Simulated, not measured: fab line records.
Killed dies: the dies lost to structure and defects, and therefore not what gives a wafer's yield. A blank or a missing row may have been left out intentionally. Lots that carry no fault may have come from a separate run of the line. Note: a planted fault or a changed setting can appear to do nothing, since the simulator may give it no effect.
One fault through the eyes of 2 desks    flow n5 finfet    numbers are kept per desk, each desk with only its own; the story behind them comes last

## METROLOGY DESK
Means of the sampled wafers that have a number, per lot and without regard to the tool the lot ran on: this is what the gauges read. The brackets show how far a lot's mean lies from the usual mean; more than 4 standard deviations puts the lot out of limits, marked OUT. Only the readings that lie furthest out on some lot appear, 7 of the 10 it has.
Columns: A = DIBL_P at N5_BEOL_M4_RC_MEAS_101, usual 34.8 mV/V; B = IOFF_P at N5_BEOL_M4_RC_MEAS_101, usual 0.19 nA/um; C = ION_N at N5_BEOL_M4_RC_MEAS_101, usual 677 uA/um; D = ION_P at N5_BEOL_M4_RC_MEAS_101, usual 462 uA/um; E = SS_N at N5_BEOL_M4_RC_MEAS_101, usual 71.4 mV/dec; F = VT_N at N5_BEOL_M4_RC_MEAS_101, usual 250 mV; G = VT_P at N5_BEOL_M4_RC_MEAS_101, usual -251 mV
lot   first seen here  A     B     C    D    E     F    G
L154  day 8 15:29      36.8  0.17  675  450  72.3  250  -256
L155  day 8 15:54      31.6  0.19  678  473  70.6  251  -250
L157  day 9 06:27      34.0  0.17  680  463  70.7  251  -255
L161  day 10 10:59     35.2  0.19  692  470  71.3  247  -250
L163  day 10 14:52     37.3  0.20  668  455  71.7  250  -254
L167  day 11 12:41     32.8  0.18  669  460  71.2  254  -250
L171  day 12 05:58     32.5  0.15  671  459  70.4  252  -253
L172  day 12 19:44     35.1  0.18  677  461  70.6  252  -252
L177  day 14 14:02     38.0  0.23  700  473  71.9  245  -249
L176  day 14 15:19     34.5  0.22  679  471  71.2  252  -245
Result from this desk: across the 10 lots, nothing is out of limits.

## AT THE TOOL OWNER'S DESK: cvd co-02
The tool's own readings at N5_BEOL_M4_CVD_47 (deposits Co from CCTBA/H2, target thk 3 nm, time 223.8 s): means of the sampled wafers that have a number, for each lot that ran on this tool. The brackets show how far a lot's mean lies from the usual mean; more than 4 standard deviations puts the lot out of limits, marked OUT.
Columns: A = run length s at N5_BEOL_M4_CVD_47, usual 246.9 s
lot   first seen here  A
L155  day 8 12:14      246.0
L157  day 9 03:14      246.7
L163  day 10 09:55     290.2 (+59) OUT
L167  day 11 08:10     289.9 (+58) OUT
Finding of this desk: L163, L167 out of limits; the first was L163 at day 10 09:55, on run length s at N5_BEOL_M4_CVD_47. Within limits: L155, L157.

## ALL TOGETHER
The tool owner's desk had the chance to raise an alarm at day 10 09:55 on L163, L167.
At the metrology desk, nothing out of limits was observed.
The metrology desk holds a record of L163, L167, inside its limits.
N5_BEOL_M4_CVD_47 was run on cvd co-02 by each of the lots named.

## WHAT HAD BEEN PUT IN BY THE SIMULATOR
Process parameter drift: cvd co-02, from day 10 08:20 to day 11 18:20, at N5_BEOL_M4_CVD_47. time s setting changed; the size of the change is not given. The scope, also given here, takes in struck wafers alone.
Lots struck among those shown: L163, L167.
Time in hours from fault onset to the first out-of-limits reading at each desk: the tool owner's desk, 2.
